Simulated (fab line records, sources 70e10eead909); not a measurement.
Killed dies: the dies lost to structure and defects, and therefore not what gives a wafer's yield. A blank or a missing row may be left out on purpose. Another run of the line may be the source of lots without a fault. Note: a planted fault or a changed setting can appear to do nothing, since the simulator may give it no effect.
Chamber matching | flow nand harc | 3 sister chambers for NHARC_A_STAIRCASE_DEP_417 on pecvd-03
The step deposits Si3N4, target thk 60 nm. 3 wafers are shown with their chamber, then 8 later ones without.

## WAFERS WITH THEIR CHAMBER
wafer  | chamber | heater power w (W)
L081.5 | 1       | 794
L081.6 | 0       | 587
L083.2 | 2       | 702

## WAFERS WITHOUT THEIR CHAMBER
wafer  | heater power w (W)
L083.3 | 599
L083.5 | 710
L084.1 | 724
L084.2 | 701
L084.6 | 720
L094.1 | 705
L094.3 | 752
L094.4 | 711

## THE CHAMBER EACH PASSED THROUGH
wafer  | from the rows above     | in truth
L083.3 | 0                       | 0
L083.5 | 2                       | 2
L084.1 | 2                       | 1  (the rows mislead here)
L084.2 | 2                       | 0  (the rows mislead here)
L084.6 | 2                       | 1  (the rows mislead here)
L094.1 | 2                       | 2
L094.3 | can't be placed: 1 or 2 | 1
L094.4 | 2                       | 2
4 of 8 placed correctly. Can't be placed from these rows: 1 (the true chamber is among the candidates in 1). Number placed wrongly: 3.
How it was worked out, from the rows above alone: a wafer's distance from a chamber is the root of the sum, over the readings, of the square of ((its reading less the chamber's mean) divided by the reading's scatter). If the next closest chamber is less than 2 further off than the closest, the wafer can't be placed; otherwise it belongs to the closest. Each chamber's mean is taken over the wafers shown for it. The scatter: with one shown wafer a chamber, the root of the mean of the squares of how far each hidden wafer lies from its nearest shown one.
